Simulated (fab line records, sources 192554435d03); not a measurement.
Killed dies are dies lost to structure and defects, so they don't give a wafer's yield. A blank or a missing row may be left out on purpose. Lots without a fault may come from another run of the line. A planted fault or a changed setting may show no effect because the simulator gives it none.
fab line records | flow n5_finfet
record lots=5 wafers=15 last_day=19
route steps=1938 shown STI_FIN_REVEAL@204 DUMMY_GATE@212 PASSIVATION@1936
lots that met no fault: from a run of the same line without faults
start_h: hours from the record's first day to the start of the lot's first wafer shown | wait_h: hours since the lot's step before | " the same as in the row above | L1.1+2: a row that stands for several wafers | - no value, or no start given | * or withheld: withheld | < > ~ a bound
route shown NAME@n: a module of which the file shows steps, and the number in the route of the first | usual: mean/standard deviation of fault-free wafers | same: alike in all rows | chamber/n: place in a boat | sites: the reading at each site | _std_site: their standard deviation | _edge_site: outer sites' mean less inner sites' | radius_mm: how far each site lies from the wafer's centre | mask NAME#n: copy n | behind: the tool/chamber that last shaped the wafer | hold: why the lot was held/for how many hours/how that ended | device: the transistor (n, p or np) that didn't switch | end of line: the same wafers' tests at the end of the route | a step without rows: its recipe alone | killed: dies lost to structure and defects at the first sort, not the wafer's yield | map: a wafer's dies, x killed, . not, _ none there
set.NAME: the setting as run; set.NAME@STEP: as run at that earlier step | model.NAME: the simulator's own value behind a step, which no gauge read
lots at some steps of the route; a table a step, a row a wafer
services: from which hour (start_h, from the record's first day; less than 0 if before it) a tool's chamber was out of use, for how many hours, and why
## steps
# step N5_STI_FIN_REVEAL_OXIDATION_33
# recipe chemistry=O2_PLASMA_REMOTE temp_c=150 time_s=20 pressure_mtorr=1000 source_power_w=2000 o2_flow_sccm=3000
# step N5_STI_FIN_REVEAL_CLEAN_19
# recipe chemistry=O3/DIW temp_c=25 time_s=120 o3_ppm=10
# step N5_STI_FIN_REVEAL_SRD_23
# recipe dry=ipa_marangoni time_s=30 temp_c=23 rinse_liquid=diw
# step N5_STI_FIN_REVEAL_CD_MEAS_22
# recipe target_cd_nm=6.238 pitch_nm=28 polarity=line
# usual cd_nm=6.31/0.28
# columns lot.wafer tool chamber start_h wait_h cd_nm
L861.3 cd_sem-02 - 50.32 0.0 6.37
L861.4 " - " " 6.02
L861.6 " - " " 6.13
L866.1 cd_sem-03 - 78.27 0.0 6.02
L866.3 " - " " 6.11
L866.4 " - " " 6.22
L869.1 cd_sem-03 - 97.86 0.0 6.19
L869.2 " - " " 6.02
L869.3 " - " " 6.52
L880.1 cd_sem-02 - 171.93 0.0 6.39
L880.4 " - " " 5.65
L880.5 " - " " 6.36
L881.1 cd_sem-02 - 172.36 0.0 6.17
L881.3 " - " " 7.01
L881.4 " - " " 5.92
# step N5_STI_FIN_REVEAL_FIN_H_MEAS_10
# usual trench_depth_nm=51.6/0.83
# columns lot.wafer tool chamber start_h wait_h trench_depth_nm
L861.3 ocd-02 - 50.35 0.0 52.3
L861.4 " - " " 52.9
L861.6 " - " " 52.5
L866.1 ocd-02 - 78.30 0.0 52.0
L866.3 " - " " 52.4
L866.4 " - " " 52.9
L869.1 ocd-01 - 97.89 0.0 51.3
L869.2 " - " " 51.2
L869.3 " - " " 52.0
L880.1 ocd-01 - 171.97 0.0 51.0
L880.4 " - " " 51.5
L880.5 " - " " 51.8
L881.1 ocd-02 - 172.39 0.0 51.7
L881.3 " - " " 52.0
L881.4 " - " " 51.4
# step N5_STI_FIN_REVEAL_PRECLEAN_18
# recipe chemistry=SC2 time_s=45 temp_c=35 mix=1:1:50
# step N5_STI_FIN_REVEAL_SRD_28
# recipe dry=ipa_marangoni time_s=30 temp_c=23 rinse_liquid=diw
# step N5_STI_FIN_REVEAL_INSPECT_13
# recipe inspect_instrument=darkfield mode=post_clean
# usual raw_defect_count=12/5.3
# columns lot.wafer tool chamber start_h wait_h raw_defect_count
L861.3 defect_inspect-01 - 50.43 0.0 10
L861.4 " - " " 9
L861.6 " - " " 10
L866.1 defect_inspect-02 - 78.39 0.0 6
L866.3 " - " " 17
L866.4 " - " " 11
L869.1 defect_inspect-02 - 97.98 0.0 7
L869.2 " - " " 9
L869.3 " - " " 10
L880.1 defect_inspect-01 - 172.05 0.0 13
L880.4 " - " " 12
L880.5 " - " " 20
L881.1 defect_inspect-01 - 172.48 0.0 19
L881.3 " - " " 14
L881.4 " - " " 23
# step N5_DUMMY_GATE_PRECLEAN_00
# recipe chemistry=O3/DIW time_s=60 temp_c=22 o3_ppm=10
# step N5_DUMMY_GATE_SRD_01
# recipe time_s=30 temp_c=23 rinse_liquid=diw dry=ipa_marangoni
# step N5_DUMMY_GATE_ALD_02
# recipe material=SiO2 target_thk_a=20 temp_c=300 ald_precursor_family=BDEAS ald_co_reactant=O2-plasma pulse_time_s=1 pressure_torr=2
# step N5_DUMMY_GATE_CVD_03
# recipe material=a-Si target_thk_a=1500 temp_c=530 precursor=SiH4 time_s=8042
# step N5_DUMMY_GATE_PRECLEAN_46
# recipe chemistry=DIW time_s=89.5 temp_c=23
# columns lot.wafer tool chamber start_h wait_h
L861.3+4+6 wet_bench-02 7,2,0 58.87 0.0
L866.1+3+4 wet_bench-02 2,3,0 84.10 0.0
L869.1+2+3 wet_bench-03 7,2,0 102.61 0.0
L880.1+4+5 wet_bench-03 0,5,3 175.93 0.0
L881.1+3+4 wet_bench-03 4,2,0 176.36 0.0
# step N5_DUMMY_GATE_SRD_47
# recipe dry_time_s=32 dry=n2_spin spin_rpm=1500
# step N5_DUMMY_GATE_CMP_04
# recipe material=a-Si post_cmp_clean=alkaline_brush
# step N5_DUMMY_GATE_THK_MEAS_05
# usual thk_nm=71.9/1.1
# columns lot.wafer tool chamber start_h wait_h thk_nm
L861.3 film_metro-01 - 59.18 0.2 73.2
L861.4 " - " " 72.7
L861.6 " - " " 73.7
L866.1 film_metro-01 - 84.40 0.1 71.7
L866.3 " - " " 72.0
L866.4 " - " " 72.5
L869.1 film_metro-01 - 102.91 0.2 71.9
L869.2 " - " " 73.0
L869.3 " - " " 72.3
L880.1 film_metro-01 - 176.23 0.1 73.1
L880.4 " - " " 73.4
L880.5 " - " " 72.9
L881.1 film_metro-01 - 176.66 0.1 71.3
L881.3 " - " " 72.0
L881.4 " - " " 72.1
# step N5_DUMMY_GATE_HM_DEP_06
# recipe material=SiNx target_thk_a=800 precursor=DCS/NH3 temp_c=700 pressure_mtorr=300 time_s=5141
# step N5_DUMMY_GATE_PECVD_30
# recipe material=SiO2 target_thk_a=550 temp_c=400 precursor=TEOS/O2 pressure_torr=6.5 rf_w=withheld teos_flow_sccm=withheld gas=O2 flow_sccm=2650 time_s=10.8
# step N5_DUMMY_GATE_COAT_34
# recipe resist=SOC temp_c=250 time_s=60 spin_rpm=1500 resist_thk_nm=60
# step N5_DUMMY_GATE_COAT_35
# recipe resist=SiARC temp_c=220 time_s=60 spin_rpm=1500 resist_thk_nm=10
# step N5_DUMMY_GATE_COAT_28
# recipe resist=underlayer temp_c=205 time_s=60 spin_rpm=1500 resist_thk_nm=10
# step N5_DUMMY_GATE_COAT_09
# recipe resist=CAR-EUV spin_rpm=1500 resist_thk_nm=30
# step N5_DUMMY_GATE_EBR_11
# recipe solvent=PGMEA ebr_width_mm=1.5
# step N5_DUMMY_GATE_SOFTBAKE_10
# recipe temp_c=110 time_s=60 resist=CAR-EUV
# step N5_DUMMY_GATE_EXPOSE_12
# recipe mask_id=GATE na=0.33 source_shape=annular sigma_inner=0.2 sigma_outer=0.6 polarization=unpolarized target_cd_nm=25 dose_mj=34
# step N5_DUMMY_GATE_PEB_13
# recipe peb_temp_c=100 peb_time_s=60 resist=CAR-EUV
# step N5_DUMMY_GATE_DEVELOP_14
# recipe develop_time_s=30 developer=TMAH resist=CAR-EUV rinse_liquid=surfactant_rinse dry=air_spin dev_temp_c=23
# step N5_DUMMY_GATE_CD_MEAS_15
# recipe target_cd_nm=25.8 landing_energy_ev=500 detector=se_inlens
# usual cd_nm=25.00/0.24
# columns lot.wafer tool chamber start_h wait_h cd_nm
L861.3 cd_sem-01 0 63.48 - 24.58
L861.4 " 0 " " 25.31
L861.6 " 0 " " 24.64
L866.1 cd_sem-01 0 90.77 - 24.44
L866.3 " 0 " " 25.43
L866.4 " 0 " " 24.94
L869.1 cd_sem-01 0 107.33 - 24.99
L869.2 " 0 " " 25.07
L869.3 " 0 " " 24.72
L880.1 cd_sem-01 0 180.65 - 25.13
L880.4 " 0 " " 24.94
L880.5 " 0 " " 25.31
L881.1 cd_sem-01 0 181.08 - 25.03
L881.3 " 0 " " 24.82
L881.4 " 0 " " 24.83
# step N5_DUMMY_GATE_OVL_MEAS_16
# recipe points_per_wafer=522
# usual GATE_OVL=-0.4/0.73
# columns lot.wafer tool chamber start_h wait_h GATE_OVL[nm]
L861.3 overlay-02 0 63.53 0.0 0.7
L861.4 " 0 " " 0.2
L861.6 " 0 " " 1.5
L866.1 overlay-01 0 90.81 0.0 -0.4
L866.3 " 0 " " -0.5
L866.4 " 0 " " -1.1
L869.1 overlay-02 0 107.37 0.0 0.9
L869.2 " 0 " " 0.1
L869.3 " 0 " " 0.7
L880.1 overlay-02 0 180.69 0.0 -0.7
L880.4 " 0 " " -1.1
L880.5 " 0 " " -1.0
L881.1 overlay-01 0 181.12 0.0 -2.2
L881.3 " 0 " " -1.7
L881.4 " 0 " " -2.3
# step N5_DUMMY_GATE_DESCUM_20
# recipe chemistry=O2 time_s=6.2 source_power_w=50 bias_power_w=20 pressure_mtorr=20 rf_frequency_hz=2.712e+07 temp_c=40 resist=CAR-EUV o2_flow_sccm=225
# step N5_DUMMY_GATE_ETCH_29
# recipe chemistry=N2/H2 target=underlayer target_depth_a=130 ion_energy_ev=200 pressure_mtorr=30 source_w=840 bias_w=150 n2_flow_sccm=200 h2_flow_sccm=200
# usual drypump_motor_current_A=5.5/0.49 oes_product_au=0.81/0.08 rf_vpp_V=524.6/1.8 showerhead_plenum_p_Torr=2.57/0.064 throttle_valve_pct=17.90/0.18
# columns lot.wafer tool chamber start_h wait_h drypump_motor_current_A oes_product_au rf_hours_counter_h rf_vpp_V showerhead_plenum_p_Torr throttle_valve_pct
L861.3 rie_diel-04 0 63.67 0.0 5.1 0.84 55 524.6 2.57 17.69
L861.4 " 2 " " 5.0 0.91 35 522.3 2.47 17.85
L861.6 " 3 " " 5.3 0.89 - 525.7 2.60 17.72
L866.1 rie_diel-04 1 90.97 0.0 6.1 0.79 136 527.3 2.66 17.84
L866.3 " 0 " " 5.1 0.84 64 525.8 2.57 17.73
L866.4 " 3 " " 5.3 0.87 31 523.2 2.59 17.75
L869.1 rie_diel-04 0 107.55 0.0 5.2 0.82 69 524.8 2.57 17.73
L869.2 " 2 " " 5.0 0.90 47 522.5 2.47 17.88
L869.3 " 3 " " 5.3 0.87 35 525.3 2.59 17.75
L880.1 rie_diel-02 1 180.87 0.0 5.7 0.77 142 524.6 2.56 17.94
L880.4 " 3 " " 5.0 0.74 168 526.9 2.66 17.84
L880.5 " 3 " " 4.9 0.74 - 525.8 2.66 17.86
L881.1 rie_diel-06 2 181.28 0.0 5.8 0.75 161 523.1 2.53 18.21
L881.3 " 0 " " 4.9 0.69 230 522.6 2.52 17.72
L881.4 " 3 " " 6.2 0.97 3 521.0 2.51 17.86
# step N5_DUMMY_GATE_ETCH_36
# recipe chemistry=CF4 target=SiARC target_depth_a=130 pressure_mtorr=40 source_w=545 bias_w=36 Ar_flow_sccm=100 cf4_flow_sccm=100 ion_energy_ev=80
# step N5_DUMMY_GATE_ETCH_37
# recipe chemistry=N2/H2 target=SOC target_depth_a=600 overetch_a=300 temp_c=40 ion_energy_ev=200 pressure_mtorr=30 source_w=840 bias_w=150 n2_flow_sccm=200 h2_flow_sccm=200
# step N5_DUMMY_GATE_STRIP_38
# recipe chemistry=N2/H2 temp_c=40 n2_flow_sccm=200 h2_flow_sccm=200 rf_frequency_hz=6e+07
# step N5_DUMMY_GATE_STRIP_39
# recipe chemistry=N2/H2 temp_c=40 n2_flow_sccm=200 h2_flow_sccm=200 rf_frequency_hz=6e+07
# step N5_DUMMY_GATE_TRIM_49
# recipe chemistry=O2 resist=SOC time_s=29 target_cd_nm=14 source_power_w=300 bias_power_w=0 O2_flow_sccm=100 temp_c=20
# usual drypump_motor_current_A=5.7/0.47 oes_product_au=0.994/0.014 throttle_valve_pct=8.14/0.12
# same bias_power_w=0
# columns lot.wafer tool chamber start_h wait_h drypump_motor_current_A oes_product_au rf_hours_counter_h throttle_valve_pct
L861.3 rie_si-02 0 63.83 0.0 6.5 0.978 4 7.99
L861.4 " 3 " " 5.1 1.003 30 8.09
L861.6 " 0 " " 6.5 0.980 - 8.01
L866.1 rie_si-03 3 91.13 0.0 5.7 1.013 27 8.06
L866.3 " 0 " " 6.0 0.986 2 8.06
L866.4 " 2 " " 4.8 1.000 106 8.22
L869.1 rie_si-04 2 107.71 0.0 5.8 0.971 113 7.98
L869.2 " 1 " " 5.9 0.977 161 8.29
L869.3 " 0 " " 5.3 0.999 173 8.16
L880.1 rie_si-03 1 181.03 0.0 6.0 0.995 147 8.26
L880.4 " 3 " " 5.7 1.003 29 8.06
L880.5 " 3 " " 5.7 0.997 - 8.05
L881.1 rie_si-04 0 181.44 0.0 5.3 1.001 174 8.17
L881.3 " 1 " " 5.9 0.982 162 8.31
L881.4 " 3 " " 5.7 0.995 184 8.33
# step N5_DUMMY_GATE_STRIP_40
# recipe chemistry=CF4 resist=SiARC power_w=300 bias_power_w=75 pressure_mtorr=50 cf4_flow_sccm=150 rf_frequency_hz=6e+07
# usual bias_power_w=75.00/0.21 drypump_motor_current_A=5.5/0.49 oes_product_au=0.77/0.063 rf_vpp_V=271.6/1.3 showerhead_plenum_p_Torr=1.81/0.041 throttle_valve_pct=13.60/0.18
# columns lot.wafer tool chamber start_h wait_h bias_power_w drypump_motor_current_A oes_product_au rf_hours_counter_h rf_vpp_V showerhead_plenum_p_Torr throttle_valve_pct
L861.3 rie_diel-02 1 63.93 0.1 74.73 5.8 0.81 108 271.2 1.82 13.52
L861.4 " 0 " " 74.93 5.3 0.73 169 270.9 1.79 13.74
L861.6 " 0 " " 75.00 5.3 0.73 - 271.9 1.79 13.77
L866.1 rie_diel-02 0 91.37 0.2 74.85 5.3 0.72 179 271.9 1.79 13.77
L866.3 " 2 " " 75.02 6.4 0.70 239 272.6 1.85 13.92
L866.4 " 3 " " 75.23 4.9 0.76 142 273.4 1.85 13.34
L869.1 rie_diel-04 2 107.81 0.1 74.90 5.0 0.87 47 271.2 1.77 13.63
L869.2 " 3 " " 74.89 5.3 0.84 35 272.2 1.81 13.31
L869.3 " 1 " " 74.85 6.1 0.77 141 273.2 1.87 13.51
L880.1 rie_diel-02 2 181.13 0.1 74.78 6.3 0.94 7 272.1 1.84 13.40
L880.4 " 3 " " 74.96 4.9 0.74 168 271.9 1.84 13.39
L880.5 " 1 " " 74.99 5.7 0.77 - 272.8 1.81 13.60
L881.1 rie_diel-06 2 181.54 0.1 75.12 5.8 0.74 161 271.8 1.79 13.82
L881.3 " 3 " " 74.90 6.3 0.93 3 271.5 1.75 13.19
L881.4 " 1 " " 75.01 5.4 0.73 174 273.0 1.87 13.87
# step N5_DUMMY_GATE_CD_MEAS_50
# recipe target_cd_nm=14
# usual cd_nm=14.0/0.36
# columns lot.wafer tool chamber start_h wait_h cd_nm
L861.3 cd_sem-01 - 63.99 0.0 13.4
L861.4 " - " " 13.5
L861.6 " - " " 13.3
L866.1 cd_sem-02 - 91.42 0.0 14.0
L866.3 " - " " 13.9
L866.4 " - " " 14.3
L869.1 cd_sem-01 - 107.86 0.0 14.4
L869.2 " - " " 13.8
L869.3 " - " " 13.3
L880.1 cd_sem-03 - 181.18 0.0 14.2
L880.4 " - " " 13.8
L880.5 " - " " 13.8
L881.1 cd_sem-02 - 181.59 0.0 13.5
L881.3 " - " " 14.4
L881.4 " - " " 13.9
# step N5_DUMMY_GATE_ETCH_31
# recipe chemistry=C4F6/O2 target=SiO2 mask_material=SOC target_depth_a=825 time_s=27.5 ion_energy_ev=250 pressure_mtorr=30 source_w=345 bias_w=185 Ar_flow_sccm=300 C4F6_flow_sccm=10 O2_flow_sccm=10
# usual drypump_motor_current_A=5.5/0.48 oes_product_au=0.79/0.073 rf_vpp_V=665/11 showerhead_plenum_p_Torr=2.88/0.068 throttle_valve_pct=21.18/0.15
# columns lot.wafer tool chamber start_h wait_h drypump_motor_current_A oes_product_au rf_hours_counter_h rf_vpp_V showerhead_plenum_p_Torr throttle_valve_pct
L861.3 rie_diel-02 0 64.03 0.0 5.3 0.72 169 662 2.82 21.27
L861.4 " 2 " " 6.4 0.69 230 670 2.95 21.46
L861.6 " 0 " " 5.3 0.72 - 661 2.82 21.26
L866.1 rie_diel-02 1 91.47 0.0 5.7 0.82 116 658 2.84 20.95
L866.3 " 2 " " 6.4 0.69 239 671 2.95 21.48
L866.4 " 0 " " 5.3 0.72 179 660 2.82 21.28
L869.1 rie_diel-04 1 107.91 0.0 6.1 0.77 141 666 2.97 21.06
L869.2 " 0 " " 5.1 0.82 69 658 2.88 21.12
L869.3 " 3 " " 5.3 0.86 35 653 2.92 21.16
L880.1 rie_diel-02 2 181.23 0.0 6.4 0.96 7 671 2.94 21.21
L880.4 " 0 " " 5.3 0.70 205 661 2.81 21.31
L880.5 " 1 " " 5.7 0.79 - 657 2.83 20.99
L881.1 rie_diel-02 0 181.63 0.0 5.3 0.69 205 661 2.81 21.33
L881.3 " 1 " " 5.7 0.79 142 659 2.83 20.99
L881.4 " 2 " " 6.4 0.95 7 671 2.94 21.22
# step N5_DUMMY_GATE_STRIP_41
# recipe chemistry=O2 power_w=400 temp_c=40 pressure_mtorr=30 rf_frequency_hz=6e+07 bias_power_w=0 overash_fraction=0.3 o2_flow_sccm=225
# usual drypump_motor_current_A=5.5/0.48 oes_product_au=0.79/0.07 rf_vpp_V=3.7/0.47 showerhead_plenum_p_Torr=2.13/0.055 throttle_valve_pct=16.68/0.17
# same bias_power_w=0
# columns lot.wafer tool chamber start_h wait_h drypump_motor_current_A oes_product_au rf_hours_counter_h rf_vpp_V showerhead_plenum_p_Torr throttle_valve_pct
L861.3 rie_diel-02 0 64.08 0.0 5.3 0.74 169 3.6 2.09 16.87
L861.4 " 2 " " 6.4 0.70 230 2.6 2.17 16.95
L861.6 " 0 " " 5.3 0.74 - 3.8 2.09 16.87
L866.1 rie_diel-02 1 91.52 0.0 5.7 0.81 116 3.3 2.10 16.55
L866.3 " 2 " " 6.4 0.70 239 4.3 2.16 16.96
L866.4 " 0 " " 5.3 0.74 179 3.1 2.09 16.88
L869.1 rie_diel-04 1 107.96 0.0 6.1 0.77 141 4.0 2.21 16.64
L869.2 " 0 " " 5.1 0.83 69 4.4 2.11 16.53
L869.3 " 3 " " 5.3 0.87 35 3.0 2.16 16.67
L880.1 rie_diel-02 2 181.28 0.0 6.3 0.96 7 4.3 2.16 16.56
L880.4 " 0 " " 5.3 0.71 205 3.6 2.08 16.92
L880.5 " 1 " " 5.7 0.78 - 3.7 2.09 16.59
L881.1 rie_diel-02 0 181.68 0.0 5.3 0.73 205 2.9 2.08 16.93
L881.3 " 1 " " 5.7 0.78 142 4.2 2.09 16.59
L881.4 " 2 " " 6.3 0.96 7 4.2 2.16 16.57
# step N5_DUMMY_GATE_HM_OPEN_21
# recipe chemistry=CH3F/O2 target=SiNx target_depth_a=1200 Ar_flow_sccm=150 CH3F_flow_sccm=30 O2_flow_sccm=23 time_s=171.4 pressure_mtorr=30 source_w=395 bias_w=73 ion_energy_ev=120.7
# step N5_PASSIVATION_PROBE_49
# usual killed_at_M0_to_M3=33/9.9 killed_at_M4_up=14/6.4 killed_at_contacts=12/7 killed_at_front_end=41/13 killed_at_other=3.1/2.9 killed_dies=103/20 killed_on_rim=13/4 killed_open=67/14 killed_short=34/9.4
# same gross_dies=1180 killed_at_back_side=0
# columns lot.wafer tool chamber start_h wait_h killed_at_M0_to_M3 killed_at_M4_up killed_at_contacts killed_at_front_end killed_at_other killed_dies killed_on_rim killed_open killed_short
L861.3 prober-01 - 277.66 0.1 37 12 17 43 0 109 12 71 38
L861.4 prober-01 - 277.71 0.2 29 13 15 29 2 88 8 50 36
L861.6 prober-01 - 277.81 0.3 48 20 21 47 1 137 15 86 51
L866.1 prober-02 - 302.87 0.0 34 10 9 35 1 89 12 59 29
L866.3 prober-02 - 302.97 0.1 37 9 6 38 3 93 7 62 31
L866.4 prober-02 - 303.02 0.2 52 15 9 60 0 136 19 83 47
L869.1 prober-02 - 324.82 0.0 36 9 23 53 2 123 17 79 40
L869.2 prober-02 - 324.87 0.1 21 13 17 27 15 93 11 56 37
L869.3 prober-02 - 324.92 0.1 34 5 14 38 1 92 8 54 34
L881.1 prober-01 - 437.68 0.0 25 16 10 42 1 94 14 68 24
L881.3 prober-01 - 437.78 0.1 26 6 17 49 3 101 8 60 40
L881.4 prober-01 - 437.83 0.2 23 17 8 43 3 94 15 68 26
L880.1 prober-01 - 467.40 0.0 26 22 3 50 0 101 13 69 32
L880.4 prober-01 - 467.55 0.2 43 16 13 138 2 212 31 79 42
L880.5 prober-01 - 467.60 0.2 23 19 7 54 1 104 10 75 28
# killed by level:class
L861.3 MOL_CONTACT_COAG:geometric_particle:open=15 BEOL_M0_SAQP:geometric_particle:open=14 FIN_SAQP:geometric_particle:short=13 BEOL_M0_SAQP:geometric_particle:short=13 FIN_SAQP:geometric_particle:open=11 BEOL_M4:geometric_particle:open=8 BEOL_M2:geometric_particle:open=5 STARTING-WAFER:geometric_particle:short=3
L861.4 MOL_CONTACT_COAG:geometric_particle:open=10 BEOL_M2:geometric_particle:open=8 FIN_SAQP:geometric_particle:short=6 BEOL_M3:geometric_particle:open=6 MOL_CONTACT_COAG:geometric_particle:short=5 BEOL_M4:geometric_particle:short=5 BEOL_M4:geometric_particle:open=4 STARTING-WAFER:geometric_particle:short=4
L861.6 FIN_SAQP:geometric_particle:short=18 FIN_SAQP:geometric_particle:open=15 MOL_CONTACT_COAG:geometric_particle:open=15 BEOL_M0_SAQP:geometric_particle:short=12 BEOL_M3:geometric_particle:open=12 BEOL_M4:geometric_particle:open=11 BEOL_M0_SAQP:geometric_particle:open=10 MOL_CONTACT_COAG:geometric_particle:short=6
L866.1 MOL_CONTACT_COAG:geometric_particle:open=9 STI_FIN_REVEAL:geometric_particle:open=8 FIN_SAQP:geometric_particle:open=7 FIN_SAQP:geometric_particle:short=7 BEOL_M1:geometric_particle:open=7 BEOL_M0_SAQP:geometric_particle:open=6 BEOL_M0_SAQP:geometric_particle:short=5 BEOL_M2:geometric_particle:open=5
L866.3 STI_FIN_REVEAL:geometric_particle:open=8 DUMMY_GATE:geometric_particle:open=7 GATE_CUT:geometric_particle:short=7 BEOL_M3:geometric_particle:open=7 BEOL_M1:geometric_particle:open=7 BEOL_M2:geometric_particle:open=6 BEOL_M0_SAQP:geometric_particle:open=5 FIN_SAQP:geometric_particle:short=4
L866.4 FIN_SAQP:geometric_particle:short=19 STI_FIN_REVEAL:geometric_particle:open=15 BEOL_M1:geometric_particle:open=10 BEOL_M2:geometric_particle:open=9 FIN_SAQP:geometric_particle:open=8 DUMMY_GATE:geometric_particle:open=7 MOL_CONTACT_COAG:geometric_particle:open=7 BEOL_M0:geometric_particle:open=6
L869.1 MOL_CONTACT_COAG:geometric_particle:open=18 FIN_SAQP:geometric_particle:open=14 FIN_SAQP:geometric_particle:short=9 BEOL_M0_SAQP:geometric_particle:short=9 BEOL_M3:geometric_particle:open=8 BEOL_M0_SAQP:geometric_particle:open=8 MOL_CONTACT_COAG:geometric_particle:short=5 DUMMY_GATE:geometric_particle:open=4
L869.2 MOL_CONTACT_COAG:geometric_particle:open=12 FIN_SAQP:geometric_particle:open=9 FIN_SAQP:geometric_particle:short=7 BEOL_M1:geometric_particle:open=6 BEOL_M4:geometric_particle:open=6 PAD_METAL:geometric_particle:short=6 MOL_CONTACT_COAG:geometric_particle:short=5 BEOL_M0_SAQP:geometric_particle:short=4
L869.3 FIN_SAQP:geometric_particle:open=11 BEOL_M1:geometric_particle:open=9 MOL_CONTACT_COAG:geometric_particle:open=8 BEOL_M0_SAQP:geometric_particle:short=7 MOL_CONTACT_COAG:geometric_particle:short=6 DUMMY_GATE:geometric_particle:open=5 STI_FIN_REVEAL:geometric_particle:open=4 BEOL_M3:geometric_particle:open=4
L881.1 FIN_SAQP:geometric_particle:open=16 FIN_SAQP:geometric_particle:short=9 STI_FIN_REVEAL:geometric_particle:open=9 MOL_CONTACT_COAG:geometric_particle:open=8 BEOL_M0_SAQP:geometric_particle:open=8 BEOL_M0_SAQP:geometric_particle:short=7 BEOL_M4:geometric_particle:open=6 BEOL_M2:geometric_particle:open=4
L881.3 MOL_CONTACT_COAG:geometric_particle:open=14 STI_FIN_REVEAL:geometric_particle:open=13 BEOL_M0_SAQP:geometric_particle:short=11 FIN_SAQP:geometric_particle:open=9 FIN_SAQP:geometric_particle:short=8 STARTING-WAFER:geometric_particle:short=5 DUMMY_GATE:geometric_particle:open=3 MOL_CONTACT_COAG:geometric_particle:short=3
L881.4 FIN_SAQP:geometric_particle:open=14 STI_FIN_REVEAL:geometric_particle:open=9 BEOL_M0:geometric_particle:open=6 MOL_CONTACT_COAG:geometric_particle:open=5 BEOL_M0_SAQP:geometric_particle:short=5 GATE_CUT:geometric_particle:short=4 BEOL_M0_SAQP:geometric_particle:open=4 BEOL_M1:geometric_particle:open=4
L880.1 BEOL_M4:geometric_particle:open=16 STI_FIN_REVEAL:geometric_particle:open=15 BEOL_M3:geometric_particle:open=10 FIN_SAQP:geometric_particle:short=6 BEOL_M1:geometric_particle:open=6 DUMMY_GATE:geometric_particle:open=5 BEOL_M0_SAQP:geometric_particle:short=5 STI_FIN_REVEAL:geometric_particle:short=4
L880.4 DUMMY_GATE:unspecified=91 STI_FIN_REVEAL:geometric_particle:open=17 BEOL_M1:geometric_particle:open=10 BEOL_M3:geometric_particle:open=10 MOL_CONTACT_COAG:geometric_particle:open=9 FIN_SAQP:geometric_particle:open=8 BEOL_M1:geometric_particle:short=8 BEOL_M4:geometric_particle:open=7
L880.5 STI_FIN_REVEAL:geometric_particle:open=12 FIN_SAQP:geometric_particle:open=10 BEOL_M3:geometric_particle:open=10 FIN_SAQP:geometric_particle:short=9 BEOL_M4:geometric_particle:open=9 DUMMY_GATE:geometric_particle:open=6 MOL_CONTACT_COAG:geometric_particle:open=6 BEOL_M1:geometric_particle:open=4
# map L880.4 (x killed, . not)
_________________..xxxxxxxxxx________________
______________.x....xxxxxxxxxxxx_____________
___________...x.x.x..xxxxxxxxxxxx.x__________
__________.x....x..xx..xxxxxxxxx.x.._________
________...........xxxxxxxxxxxxxx....._______
_______....x.....x...xxxxxxxxxxxx......______
______......x......x.xxxxxxxxxxxx......._____
_____....x....x.x...xx..xx.xxx.x.........____
____x.....x.xx...x.....xx...xx.....x......___
___..x.......x.x.......x....x..............__
___...........................x..x.........__
__.............x......x.x...x.........x....._
__.xx.......x.x.x.......x..................._
_.x...x................xxx...x.......x.......
_.....x.x.......................x.....x......
_....x.....x......x......x..x...x............
_...............x............x.....x.....x..x
_.....x...........x.........x.............x..
_......x....x.x......x......x.....x......x..x
_x.x...................x..x..........x...x...
_..............x.x....................x......
__.........x.........x..................x.x._
__....x..........x.....x.x..x..............._
___................x.................x.....__
___....x.x.................................__
____...x....x............x.x..............___
_____xx.......x...........x..............____
______.............x........x..........._____
_______........x......x.............x..______
________.........x..........x........._______
__________.x.....................x.._________
___________.....xx.................__________
______________..x..............._____________
_________________.x......x...________________
# map L869.1 (x killed, . not)
_________________...........x________________
______________..x..............._____________
___________......x...............x.__________
__________.x.x.............x........_________
________...............x..x..........x_______
_______.....x..............x...........______
______.................................x_____
_____......x......................x......____
____.xx..x................................___
___........x....xx..x.x.....xxx............__
___.x...xx....................x.......x....__
__........x..x..x..........xx...........x..._
__.................x......x................x_
_.....................x...............x...x..
_..x..............xx.......x.................
_...x.x.......x..............................
_......x.xxx....xx...........................
_...x.x..x............x.x..........x.....x...
_x...........x.......x.....x.x...x......x....
_x.....x........x..........x......x..........
_.......x..............................x.....
__x......xx..x...x...........x.......xx....._
__.x.x...x................................x._
___..x.xx..x........................xx.x...__
___...x....x.......................x......x__
____...........x.....x....................___
_____.......x.......x...........x........____
______.....xx..................x....x..._____
_______.........................xx.....______
________........x..x..........x......._______
__________........x............x..x._________
___________x.........x.x..x........__________
______________....x............x_____________
_________________............________________
## services
# columns tool chamber start_h hours kind
rie_diel-04 2 77.28 6.0 repair
wet_bench-02 - 116.69 1.9 pm
rie_diel-02 2 131.19 - clean
rie_diel-02 2 131.19 - consumable_replace:focus_ring
rie_diel-02 2 131.19 24.2 scheduled_down
rie_diel-02 2 131.19 24.2 vent_cycle
rie_diel-04 3 133.61 22.5 repair
rie_diel-06 2 136.40 2.6 repair
rie_diel-06 3 139.23 - clean
rie_diel-06 3 139.23 - consumable_replace:focus_ring
rie_diel-06 3 139.23 27.9 scheduled_down
rie_diel-06 3 139.23 27.9 vent_cycle
rie_si-04 3 145.41 3.3 repair
rie_diel-06 - 177.84 0.6 repair
## key
first_sign step=N5_PASSIVATION_PROBE_49 reading=killed_at_front_end direction=up sigmas=7.4 usual=41 struck=138
effect step=N5_PASSIVATION_PROBE_49 reading=killed_dies direction=up sigmas=5.3 usual=103 struck=212
more_kills_born_at N5_DUMMY_GATE_PRECLEAN_46@wet_bench-03=91
met_at N5_DUMMY_GATE_PRECLEAN_46
struck_wafers L880.4
tester_left_out L880
fault kind=chamber_particle_source tool=wet_bench-03 chamber=5 onset_h=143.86 steps=N5_DUMMY_GATE_PRECLEAN_46 rate_per_visit_cm2=0.75645 end_h=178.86
# tester_left_out: of these lots the tester's yield and bins aren't shown, on N5 and GAA mostly nor the transistor test; their killed dies are dies lost to structure and defects alone, not to doping, threshold or leakage, so they don't give the yield
